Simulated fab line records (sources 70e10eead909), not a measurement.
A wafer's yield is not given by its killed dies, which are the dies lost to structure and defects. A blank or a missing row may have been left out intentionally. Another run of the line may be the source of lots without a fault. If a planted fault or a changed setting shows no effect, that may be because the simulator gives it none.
One fault through the eyes of 2 desks || flow nand harc || numbers are kept per desk, each desk with only its own; the story behind them comes last

== THE DEFECT DESK ==
For each lot, the counts of the inspections along the route, averaged over the sampled wafers that have a number. If a lot's mean is further than 4 standard deviations from the usual mean, the lot is out of limits and carries the mark OUT (the distance appears in the brackets).
Columns: A = raw defect count at NHARC_P_M2_INSPECT_27, usual 348
{"lot": "L275", "first seen here": "day 6 18:53", "A": 222}
{"lot": "L276", "first seen here": "day 6 21:16", "A": 393}
{"lot": "L277", "first seen here": "day 7 08:58", "A": 547}
{"lot": "L278", "first seen here": "day 7 17:56", "A": 376}
{"lot": "L279", "first seen here": "day 8 07:07", "A": 481}
{"lot": "L280", "first seen here": "day 8 17:19", "A": 379}
{"lot": "L282", "first seen here": "day 9 16:34", "A": 472}
{"lot": "L283", "first seen here": "day 9 22:44", "A": 466}
{"lot": "L284", "first seen here": "day 10 06:33", "A": 388}
{"lot": "L285", "first seen here": "day 10 23:18", "A": 202}
{"lot": "L287", "first seen here": "day 11 14:29", "A": 311}
{"lot": "L296", "first seen here": "day 15 09:29", "A": 236}
{"lot": "L297", "first seen here": "day 15 14:08", "A": 285}
{"lot": "L298", "first seen here": "day 16 03:56", "A": 351}
Finding of this desk: none of the 14 lots has anything out of limits.

== TOOL OWNER'S DESK, rie diel-01 ==
The tool's own readings at NHARC_P_BONDPAD_ETCH_24 (etches the open film in CF4/N2, target depth 30 nm, time 72.99 s): means of the sampled wafers that have a number, for each lot that ran on this tool. If a lot's mean is further than 4 standard deviations from the usual mean, the lot is out of limits and carries the mark OUT (the distance appears in the brackets). Shown are 7 of the 8 readings it has, namely the first that went out of limits plus those furthest out on some lot.
Columns: A = cf4 flow sccm at NHARC_P_BONDPAD_ETCH_24, usual 50.00 sccm; B = chamber pressure mTorr at NHARC_P_BONDPAD_ETCH_24, usual 29.997 mTorr; C = oes product au at NHARC_P_BONDPAD_ETCH_24, usual 1.001 a.u.; D = rf vpp V at NHARC_P_BONDPAD_ETCH_24, usual 314.3 V; E = run length s at NHARC_P_BONDPAD_ETCH_24, usual 94.5 s; F = showerhead plenum p Torr at NHARC_P_BONDPAD_ETCH_24, usual 2.63 Torr; G = throttle valve pct at NHARC_P_BONDPAD_ETCH_24, usual 19.795 %
{"lot": "L276", "first seen here": "day 6 23:41", "A": 49.93, "B": 29.993, "C": 1.001, "D": 316.0, "E": 94.2, "F": 2.72, "G": 19.791}
{"lot": "L278", "first seen here": "day 7 20:27", "A": 50.07, "B": 29.999, "C": 0.997, "D": 314.4, "E": 94.3, "F": 2.71, "G": 19.780}
{"lot": "L285", "first seen here": "day 11 01:44", "A": 49.98, "B": 30.007, "C": 1.003, "D": 316.2, "E": 94.3, "F": 2.71, "G": 19.795}
{"lot": "L287", "first seen here": "day 11 16:54", "A": 49.98, "B": 30.020, "C": 1.002, "D": 315.0, "E": 94.2, "F": 2.71, "G": 19.794}
{"lot": "L296", "first seen here": "day 15 12:02", "A": 49.99, "B": 30.005, "C": 1.008, "D": 315.0, "E": "85.4 (-22) OUT", "F": 2.67, "G": 19.796}
{"lot": "L297", "first seen here": "day 15 16:41", "A": 50.12, "B": 29.971, "C": 0.999, "D": 315.7, "E": "85.4 (-22) OUT", "F": 2.67, "G": 19.796}
This desk's verdict: out of limits on L296, L297, starting with L296 at day 15 12:02 (run length s at NHARC_P_BONDPAD_ETCH_24). In limits: L276, L278, L285, L287.

== PUT TOGETHER ==
The tool owner's desk could have raised an alarm at day 15 12:02, on L296, L297.
Nothing out of limits was seen by the defect desk.
The defect desk has L296, L297 on record, within its limits.
Of the lots named, all ran NHARC_P_BONDPAD_ETCH_24 on rie diel-01.

== WHAT THE SIMULATOR PUT IN ==
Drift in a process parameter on rie diel-01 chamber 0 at NHARC_P_BONDPAD_ETCH_24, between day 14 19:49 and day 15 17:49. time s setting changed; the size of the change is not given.
Lots struck among those shown: L296, L297.
Delay in hours, fault start to first out-of-limits reading, by desk: the tool owner's desk at 16.
